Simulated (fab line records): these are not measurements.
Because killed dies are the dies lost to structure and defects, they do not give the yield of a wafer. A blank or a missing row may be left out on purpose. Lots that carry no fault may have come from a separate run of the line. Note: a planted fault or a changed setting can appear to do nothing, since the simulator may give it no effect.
Matching of chambers	flow n5_finfet	N5_MOL_CONTACT_COAG_VIA_ETCH_46 on rie_diel-03: 4 sister chambers
The step etches SiO2 in C4F6/O2, target depth 46 nm, overetch 9.2 nm, time 40 s. 20 wafers are shown with their chamber, then 10 later ones without.

== EACH WAFER AND ITS CHAMBER ==
wafer	chamber	showerhead_plenum_p_Torr (Torr)	drypump_motor_current_A (A)	rf_vpp_V (V)
L075.1	0	2.73	5.7	1553
L075.5	0	2.73	5.7	1552
L075.6	3	2.81	5.3	1584
L076.2	2	3.03	5.8	1587
L076.3	3	2.81	5.3	1585
L076.5	1	2.80	5.5	1580
L077.1	1	2.80	5.5	1578
L077.4	2	3.02	5.8	1588
L077.5	2	3.02	5.8	1587
L078.1	1	2.80	5.5	1579
L078.5	2	3.02	5.8	1586
L078.6	1	2.80	5.5	1579
L080.1	1	2.80	5.5	1578
L080.5	1	2.80	5.5	1579
L080.6	2	3.02	5.8	1588
L082.2	0	2.72	5.7	1553
L082.4	3	2.81	5.3	1584
L082.5	1	2.80	5.4	1579
L083.4	1	2.80	5.5	1579
L083.5	1	2.80	5.5	1578

SIGNATURES (means of the wafers above)
reading	chamber 0	chamber 1	chamber 2	chamber 3	scatter within a chamber
showerhead_plenum_p_Torr	2.7267	2.8000	3.0220	2.8100	0.00303
drypump_motor_current_A	5.700	5.489	5.800	5.300	0.0236
rf_vpp_V	1552.67	1578.78	1587.20	1584.33	0.693
Rule: for each reading, subtract the chamber's mean from the wafer's reading, divide by that reading's scatter and square the result; add these up over the readings and take the root, which gives the wafer's distance from the chamber. The wafer belongs to the nearest chamber; if the next one is less than 2 further off, it can't be placed. The scatter: the root of (the sum of the squares of (reading less its chamber's mean) over the shown wafers, divided by (wafers less chambers)).

== WAFERS WHOSE CHAMBER IS MISSING ==
wafer	showerhead_plenum_p_Torr (Torr)	drypump_motor_current_A (A)	rf_vpp_V (V)
L083.6	2.72	5.7	1554
L088.4	2.80	5.3	1583
L088.5	2.79	5.5	1577
L088.6	3.01	5.8	1587
L092.2	3.01	5.8	1586
L092.4	2.79	5.5	1577
L092.6	2.79	5.5	1576
L094.1	2.79	5.3	1583
L094.2	3.00	5.8	1587
L094.4	2.71	5.7	1553

== CHAMBER TAKEN BY EACH ==
wafer	from the rows above	in truth
L083.6	0	0
L088.4	3	3
L088.5	1	1
L088.6	2	2
L092.2	2	2
L092.4	1	1
L092.6	1	1
L094.1	3	3
L094.2	2	2
L094.4	0	0
10 of 10 placed correctly. From these rows, 0 cannot be placed. Wrongly placed: 0.
